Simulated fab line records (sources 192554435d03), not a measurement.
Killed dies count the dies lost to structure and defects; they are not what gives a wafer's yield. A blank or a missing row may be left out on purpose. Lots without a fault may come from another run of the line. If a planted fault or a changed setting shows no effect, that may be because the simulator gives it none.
Struck lot and sound lot, side by side ; flow n5Finfet ; 15 out of 1938 route steps
Sound: the wafers L309.1, L309.2, L309.4. The struck wafers were L310.5, L310.6. Last of all comes the cause.
At each step with rows: each side's tool, then ch and its chambers, then its first start. Under that, the readings that differ: sound wafers ; struck wafers ; difference of the means ; sigmas: that difference in standard deviations of wafers without a fault.
alike: readings whose means differ by less than 2 such deviations, and words and numbers that are the same on both sides. not compared: withheld readings, readings that some wafer has no value for, bounds like >300 that may hide the same value, and numbers for which the record gives no deviation and whose values overlap.
The two part at a step that has a row with sigmas, a row that says differs or no value, or rows on one side only. Numbers that don't overlap but have no deviation are shown without sigmas and don't part them. Lack of a reading on every wafer of one side parts them only where that side has two or more wafers.

N5_BEOL_M10_STRIP_77: strips in N2/H2, time 10 s.
  sound: rieDiel-01 ch 0,3; struck: rieDiel-06 ch 0,3
  alike: drypumpMotorCurrentA, oesProductAu, rfVppV, showerheadPlenumPTorr, throttleValvePct
  not compared: rfHoursCounterH
N5_BEOL_M10_OCD_MEAS_38:
  sound on ocd-02 at day 10 18:12; struck on ocd-02 at day 11 18:46
  alike: trenchDepthNm
then, 4 steps without rows for these wafers: N5_BEOL_M10_HM_STRIP_39 (strips TiN in peroxide tin strip, target depth 25 nm, time 158 s); N5_BEOL_M10_SRD_40 (time 30 s); N5_BEOL_M10_PRECLEAN_42 (cleans in residue remover, time 60 s); N5_BEOL_M10_SRD_43 (time 30 s).
N5_BEOL_M10_CD_MEAS_35: target cd 70 nm.
  sound on cdSem-02 at day 10 18:21; struck on cdSem-01 at day 11 18:56
  alike: cdNm
N5_BEOL_M10_CURE_72: cures SiCOH lowk, time 120 s.
  sound on uvCure-03 ch 0, day 10 18:23; struck on uvCure-02 ch 0, day 11 19:24
  alike: lampPowerPct, wafer_temp_C_max
then, 1 step without rows for these wafers: N5_BEOL_M10_DEGAS_44 (time 60 s).
N5_BEOL_M10_PRE_CLEAN_45: time 30 s.
  sound on pvdSputter-03 at day 10 19:04; struck on pvdSputter-01 at day 11 19:38
  alike: heaterPowerW
N5_BEOL_M10_ALD_74: deposits TaN, target thk 2 nm, pulse time 2 s, purge time 3 s.
  sound on aldMetal-02 ch 1,2,3, day 10 19:09; struck on aldMetal-04 ch 0,1, day 11 20:02
  alike: heaterPowerW, precursorVesselCarrierSccm
after that, 1 step had no rows for these wafers: N5_BEOL_M10_SURFACE_TREAT_76.
N5_BEOL_M10_CVD_75: deposits Co from CCTBA/H2, target thk 2 nm, time 138.9 s.
  sound on cvdCo-01 ch 1,2, day 10 20:58; struck on cvdCo-02 ch 1,2, day 11 21:26
reading;sound;struck;difference;sigmas
runLengthS (s);161.6 161.7 161.9;122.3 122.9;-39.1;-98
N5_BEOL_M10_SPUTTER_48: material Cu, target thk 12 nm, time 2 s.
  sound on pvdSputter-03 at day 10 21:10; struck on pvdSputter-02 at day 11 21:35
  alike: cathodeDcPowerW, chamberPressurePa, throttleValvePct
N5_PASSIVATION_PROBE_49:
  sound on prober-01 at day 13 03:47; struck on prober-01 at day 13 19:51
reading;sound;struck;difference;sigmas
killed_at_M0_to_M3;46 41 36;24 17;-20;-2
  alike: defectLimitedYield, killed_at_M4_up, killedAtContacts, killedAtFrontEnd, killedAtOther, killedDies, killedOpen, killedShort, sort_bin_4_leakage, sort_bin_5_function, sort_bin_6_memory, sort_bin_8_speed, sortNPass, sortYieldPct

## WHERE THEY PART
At N5_BEOL_M10_CVD_75 first; at N5_PASSIVATION_PROBE_49 last (within this record only).

WHY: whatever the simulator had introduced
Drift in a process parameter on cvdCo-02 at N5_BEOL_M10_CVD_75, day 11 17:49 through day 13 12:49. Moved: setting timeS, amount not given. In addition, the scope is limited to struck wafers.
